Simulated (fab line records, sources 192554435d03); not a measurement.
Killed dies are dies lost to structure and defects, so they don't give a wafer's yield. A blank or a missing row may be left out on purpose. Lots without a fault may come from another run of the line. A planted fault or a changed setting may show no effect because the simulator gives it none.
Chamber matching | flow n5_finfet | N5_MOL_CONTACT_COAG_ALD_123 on ald_sin-03: 4 sister chambers
The step deposits SiNx, target thk 5 nm, pulse time 1 s, purge time 2 s. 8 wafers are shown with their chamber, then 10 later ones without.

WAFERS WITH THEIR CHAMBER
wafer  | chamber | heater_power_w (W) | precursor_pulse_height_rel
L077.2 | 2       | 797                | 0.988
L080.4 | 2       | 793                | 1.007
L081.6 | 0       | 857                | 0.992
L084.1 | 1       | 738                | 1.029
L084.2 | 3       | 826                | 1.000
L084.4 | 0       | 885                | 1.000
L086.1 | 3       | 840                | 1.031
L086.3 | 1       | 747                | 0.976

WAFERS WITHOUT THEIR CHAMBER
wafer  | heater_power_w (W) | precursor_pulse_height_rel
L086.4 | 818                | 1.011
L092.1 | 819                | 1.032
L092.3 | 863                | 1.005
L092.6 | 767                | 1.013
L093.1 | 765                | 1.002
L093.4 | 758                | 0.993
L093.6 | 884                | 0.986
L094.1 | 849                | 0.982
L094.2 | 755                | 0.986
L094.3 | 773                | 0.979

WHICH CHAMBER EACH WENT THROUGH
wafer  | from the rows above     | in truth
L086.4 | can't be placed: 3 or 2 | 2
L092.1 | can't be placed: 3 or 2 | 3
L092.3 | can't be placed: 0 or 3 | 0
L092.6 | can't be placed: 1 or 2 | 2
L093.1 | can't be placed: 1 or 2 | 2
L093.4 | can't be placed: 1 or 2 | 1
L093.6 | 0                       | 0
L094.1 | can't be placed: 0 or 3 | 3
L094.2 | 1                       | 1
L094.3 | can't be placed: 2 or 1 | 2
Placed correctly: 2 of 10. Can't be placed from these rows: 8 (the true chamber is among the candidates in 8). Placed wrongly: 0.
How it was worked out, from the rows above alone: a wafer's distance from a chamber is the root of the sum, over the readings, of the square of ((its reading less the chamber's mean) divided by the reading's scatter). The wafer belongs to the nearest chamber; if the next one is less than 2 further off, it can't be placed. A chamber's mean is the mean of its shown wafers. The scatter: the root of (the sum of the squares of (reading less its chamber's mean) over the shown wafers, divided by (wafers less chambers)).
